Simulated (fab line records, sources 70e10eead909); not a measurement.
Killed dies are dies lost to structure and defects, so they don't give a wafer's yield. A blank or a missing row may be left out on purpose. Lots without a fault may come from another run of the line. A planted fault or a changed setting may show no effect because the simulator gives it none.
Which tool did it? | flow nand_harc | 14 lots, 42 wafers sampled, at 4 steps of a route of 1302

WHAT THE GAUGES READ, wafer by wafer
NHARC_A_M0_CD_MEAS_09: target cd 80 nm. Usual: cd_nm 80.0 nm, standard deviation 0.48.
lot  | measured     | on        | cd_nm (nm)     | flag
L643 | day 23 00:09 | cd_sem-02 | 79.7 79.4 79.8 |
L644 | day 23 04:43 | cd_sem-01 | 79.6 80.4 80.2 |
L645 | day 23 17:40 | cd_sem-02 | 81.1 79.9 81.1 |
L646 | day 24 05:21 | cd_sem-01 | 80.1 80.0 79.7 |
L647 | day 25 06:47 | cd_sem-01 | 80.4 80.8 80.6 |
L650 | day 25 21:41 | cd_sem-02 | 79.7 79.7 79.3 |
L652 | day 26 14:50 | cd_sem-03 | 80.3 79.7 79.8 |
L651 | day 26 17:34 | cd_sem-01 | 79.1 79.3 79.6 |
L653 | day 27 00:22 | cd_sem-02 | 79.4 79.6 79.5 |
L655 | day 28 03:57 | cd_sem-01 | 79.4 80.1 79.9 |
L657 | day 28 15:09 | cd_sem-03 | 80.0 80.3 79.9 |
L663 | day 31 12:14 | cd_sem-01 | 80.6 81.1 80.5 |
L664 | day 31 16:45 | cd_sem-02 | 79.3 80.2 79.9 |
L665 | day 32 01:40 | cd_sem-02 | 79.5 79.8 80.3 |

WHICH TOOL RAN EACH LOT (tool, then ch and the chambers of the sampled wafers, then the start)
lot  | NHARC_A_BLC_DESCUM_15              | NHARC_A_BLC_ALD_23                  | NHARC_A_M0_DEP_00
L643 | rie_diel-03 ch 0,2,3, day 22 20:16 | ald_metal-03 ch 0,2,3, day 22 22:04 | pecvd-04 ch 0,2, day 22 23:21
L644 | rie_diel-07 ch 0,3, day 23 00:32   | ald_metal-02 ch 0,1,3, day 23 02:43 | pecvd-01 ch 0,1,2, day 23 03:58
L645 | rie_diel-03 ch 0,1,3, day 23 13:44 | ald_metal-02 ch 0,1,2, day 23 15:35 | pecvd-03 ch 0,1,2, day 23 16:49
L646 | rie_diel-06 ch 0,1,2, day 24 01:24 | ald_metal-02 ch 0,2,3, day 24 03:20 | pecvd-01 ch 0,1,2, day 24 04:34
L647 | rie_diel-07 ch 1,2,3, day 25 02:53 | ald_metal-02 ch 0,1,3, day 25 04:47 | pecvd-03 ch 0,1,2, day 25 06:05
L650 | rie_diel-03 ch 1,2, day 25 17:41   | ald_metal-04 ch 0,1,2, day 25 19:43 | pecvd-04 ch 0,1,2, day 25 20:57
L652 | rie_diel-07 ch 0,1, day 26 10:40   | ald_metal-03 ch 1,2,3, day 26 12:28 | pecvd-04 ch 1,2, day 26 14:10
L651 | rie_diel-03 ch 0,1, day 26 13:10   | ald_metal-04 ch 0,2, day 26 15:05   | pecvd-03 ch 0,1, day 26 16:50
L653 | rie_diel-03 ch 1,2,3, day 26 20:04 | ald_metal-02 ch 0,1,2, day 26 21:53 | pecvd-03 ch 0,2, day 26 23:32
L655 | rie_diel-07 ch 0,1,2, day 28 00:02 | ald_metal-03 ch 0,2,3, day 28 01:52 | pecvd-04 ch 0,2, day 28 03:08
L657 | rie_diel-07 ch 0,2, day 28 11:03   | ald_metal-03 ch 0,1,3, day 28 13:05 | pecvd-01 ch 0,1,2, day 28 14:19
L663 | rie_diel-03 ch 0,3, day 31 08:32   | ald_metal-04 ch 0,1, day 31 10:22   | pecvd-01 ch 0,2, day 31 11:32
L664 | rie_diel-03 ch 2,3, day 31 13:02   | ald_metal-02 ch 1,2,3, day 31 14:50 | pecvd-04 ch 0,2, day 31 16:05
L665 | rie_diel-03 ch 0,2,3, day 31 21:29 | ald_metal-04 ch 1,2,3, day 31 23:38 | pecvd-03 ch 0,1,2, day 32 00:53
- NHARC_A_BLC_DESCUM_15: chemistry O2, time 3 s.
- NHARC_A_BLC_ALD_23: deposits TiN, target thk 3 nm, pulse time 1 s, ald cycles 150.
- NHARC_A_M0_DEP_00: deposits SiOC, target thk 150 nm.

WHAT THE TOOLS THEMSELVES READ (means of the sampled wafers that have a number; where no wafer has one, the mark that the record gives instead)
NHARC_A_BLC_DESCUM_15. Usual: chamber_pressure_mTorr 60.00 mTorr, standard deviation 0.054; drypump_motor_current_A 5.7 A, standard deviation 0.46; oes_product_au 1.001 a.u., standard deviation 0.0074; rf_vpp_V 57.9 V, standard deviation 0.84; showerhead_plenum_p_Torr 1.91 Torr, standard deviation 0.078; throttle_valve_pct 11.311 %, standard deviation 0.0086.
lot  | tool        | chamber_pressure_mTorr (mTorr) | drypump_motor_current_A (A) | oes_product_au (a.u.) | rf_vpp_V (V) | showerhead_plenum_p_Torr (Torr) | throttle_valve_pct (%) | flag
L643 | rie_diel-03 | 59.96                          | 5.7                         | 1.004                 | 57.4         | 1.84                            | 11.310                 |
L644 | rie_diel-07 | 60.04                          | 5.3                         | 1.002                 | 57.9         | 1.93                            | 11.312                 |
L645 | rie_diel-03 | 60.04                          | 5.9                         | 1.001                 | 57.4         | 1.89                            | 11.310                 |
L646 | rie_diel-06 | 60.06                          | 6.3                         | 0.995                 | 57.7         | 1.96                            | 11.299                 |
L647 | rie_diel-07 | 60.01                          | 5.4                         | 0.991                 | 58.1         | 1.94                            | 11.310                 |
L650 | rie_diel-03 | 60.01                          | 5.8                         | 1.004                 | 58.5         | 1.99                            | 11.310                 |
L652 | rie_diel-07 | 60.01                          | 5.5                         | 1.000                 | 57.7         | 1.90                            | 11.299                 |
L651 | rie_diel-03 | 60.04                          | 6.2                         | 0.998                 | 58.7         | 1.96                            | 11.314                 |
L653 | rie_diel-03 | 60.00                          | 5.6                         | 1.011                 | 57.9         | 1.92                            | 11.311                 |
L655 | rie_diel-07 | 59.96                          | 5.4                         | 0.999                 | 57.2         | 1.90                            | 11.308                 |
L657 | rie_diel-07 | 60.00                          | 5.2                         | 1.006                 | 57.6         | 1.88                            | 11.318                 |
L663 | rie_diel-03 | 60.02                          | 6.0                         | 1.002                 | 57.3         | 1.81                            | 11.311                 |
L664 | rie_diel-03 | 59.95                          | 5.3                         | 0.998                 | 58.2         | 1.85                            | 11.312                 |
L665 | rie_diel-03 | 59.99                          | 5.7                         | 1.005                 | 57.5         | 1.84                            | 11.314                 |

NHARC_A_BLC_ALD_23. Usual: heater_power_w 1032 W, standard deviation 67; precursor_pulse_height_rel 0.999, standard deviation 0.022; susceptor_temp_C 450.03 C, standard deviation 0.23.
lot  | tool         | heater_power_w (W) | precursor_pulse_height_rel | susceptor_temp_C (C) | flag
L643 | ald_metal-03 | 978                | 1.008                      | 450.19               |
L644 | ald_metal-02 | 1016               | 1.012                      | 450.00               |
L645 | ald_metal-02 | 1067               | 1.005                      | 450.05               |
L646 | ald_metal-02 | 1010               | 1.016                      | 449.94               |
L647 | ald_metal-02 | 996                | 0.993                      | 450.31               |
L650 | ald_metal-04 | 1062               | 0.990                      | 449.97               |
L652 | ald_metal-03 | 1029               | 1.017                      | 450.12               |
L651 | ald_metal-04 | 1028               | 1.012                      | 449.98               |
L653 | ald_metal-02 | 1064               | 0.999                      | 450.10               |
L655 | ald_metal-03 | 1001               | 0.988                      | 449.99               |
L657 | ald_metal-03 | 977                | 1.035                      | 450.04               |
L663 | ald_metal-04 | 1026               | 1.012                      | 449.86               |
L664 | ald_metal-02 | 988                | 0.986                      | 449.93               |
L665 | ald_metal-04 | 1058               | 1.009                      | 450.07               |

NHARC_A_M0_DEP_00. Usual: chamber_pressure_Torr 4.998 Torr, standard deviation 0.011; rf_fwd_power_W 598.3 W, standard deviation 2.1.
lot  | tool     | chamber_pressure_Torr (Torr) | rf_fwd_power_W (W) | flag
L643 | pecvd-04 | 5.001                        | 599.8              |
L644 | pecvd-01 | 4.992                        | 598.0              |
L645 | pecvd-03 | 5.000                        | 597.3              |
L646 | pecvd-01 | 5.009                        | 599.8              |
L647 | pecvd-03 | 4.997                        | 596.2              |
L650 | pecvd-04 | 4.993                        | 598.9              |
L652 | pecvd-04 | 5.003                        | 598.9              |
L651 | pecvd-03 | 5.009                        | 597.3              |
L653 | pecvd-03 | 4.990                        | 598.5              |
L655 | pecvd-04 | -                            | -                  | OFF
L657 | pecvd-01 | -                            | -                  | OFF
L663 | pecvd-01 | 4.983                        | 598.4              |
L664 | pecvd-04 | 4.998                        | 599.6              |
L665 | pecvd-03 | 5.014                        | 598.0              |

THE ANSWER, worked out from the rows above alone
Rule: a lot is off if the mean of its wafers that have a number lies more than 3 standard deviations from the usual mean. A lot without any number at a reading at which 4 lots or more have one is off too. The other lots that the step has rows for count as sound. The gauges are gone through in route order, then the tools' own readings, and for those a lot's mean is taken as printed above. The first step at which some lot is off is used, and at that step the reading that is off furthest; a lot without a number counts as furthest.
Off: L655, L657, at NHARC_A_M0_DEP_00 (chamber_pressure_Torr). Without a number there: L655, L657.
A tool fits if, at that step or a process step before it, it ran every lot that is off, and no sound lot after the first of them. Can't be told from this: 2 tools fit, rie_diel-07 at NHARC_A_BLC_DESCUM_15, ald_metal-03 at NHARC_A_BLC_ALD_23.

WHAT THE SIMULATOR HAD PUT IN
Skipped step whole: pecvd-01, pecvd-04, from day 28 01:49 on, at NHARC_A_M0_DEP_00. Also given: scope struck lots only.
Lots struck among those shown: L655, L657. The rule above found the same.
